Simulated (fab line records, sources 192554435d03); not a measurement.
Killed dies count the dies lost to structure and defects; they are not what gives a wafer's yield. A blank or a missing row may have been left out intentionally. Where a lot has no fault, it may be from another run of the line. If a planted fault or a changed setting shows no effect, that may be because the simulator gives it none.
Chamber matching ; flow n5 finfet ; N5_PMOS_HMC_CHANNEL_EPI_STRIP_33 on rie diel-03 has 4 sister chambers
The step strips in N2/H2. 8 wafers are shown with their chamber, then 11 later ones without.

WAFERS, EACH WITH ITS CHAMBER
wafer;chamber;showerhead plenum p Torr (Torr);drypump motor current A (A)
L079.6;2;3.20;5.5
L082.4;2;3.20;5.5
L084.3;1;3.37;5.3
L084.6;0;3.42;5.0
L087.1;3;3.47;6.3
L087.5;3;3.47;6.2
L087.6;1;3.36;5.3
L089.1;0;3.41;5.0

WAFERS WITHOUT THEIR CHAMBER
wafer;showerhead plenum p Torr (Torr);drypump motor current A (A)
L089.4;3.19;5.5
L089.5;3.41;5.1
L090.2;3.36;5.3
L090.3;3.41;5.1
L090.5;3.36;5.3
L091.2;3.19;5.5
L091.3;3.47;6.2
L091.6;3.41;5.1
L093.3;3.19;5.6
L093.4;3.47;6.3
L093.6;3.36;5.3

WHICH CHAMBER EACH WENT THROUGH
wafer;from the rows above;in truth
L089.4;2;2
L089.5;0;0
L090.2;1;1
L090.3;0;0
L090.5;1;1
L091.2;2;2
L091.3;3;3
L091.6;0;0
L093.3;2;2
L093.4;3;3
L093.6;1;1
Correctly placed: 11 of 11. Not placeable from these rows: 0. Wrongly placed: 0.
How it was worked out, from the rows above alone: a wafer's distance from a chamber is the root of the sum, over the readings, of the square of ((its reading less the chamber's mean) divided by the reading's scatter). If the next closest chamber is less than 2 further off than the closest, the wafer can't be placed; otherwise it belongs to the closest. The mean given for a chamber averages the wafers shown for that chamber. The scatter is the square root of a quotient: the sum, over the shown wafers, of each reading's squared deviation from its chamber's mean, divided by wafers minus chambers.
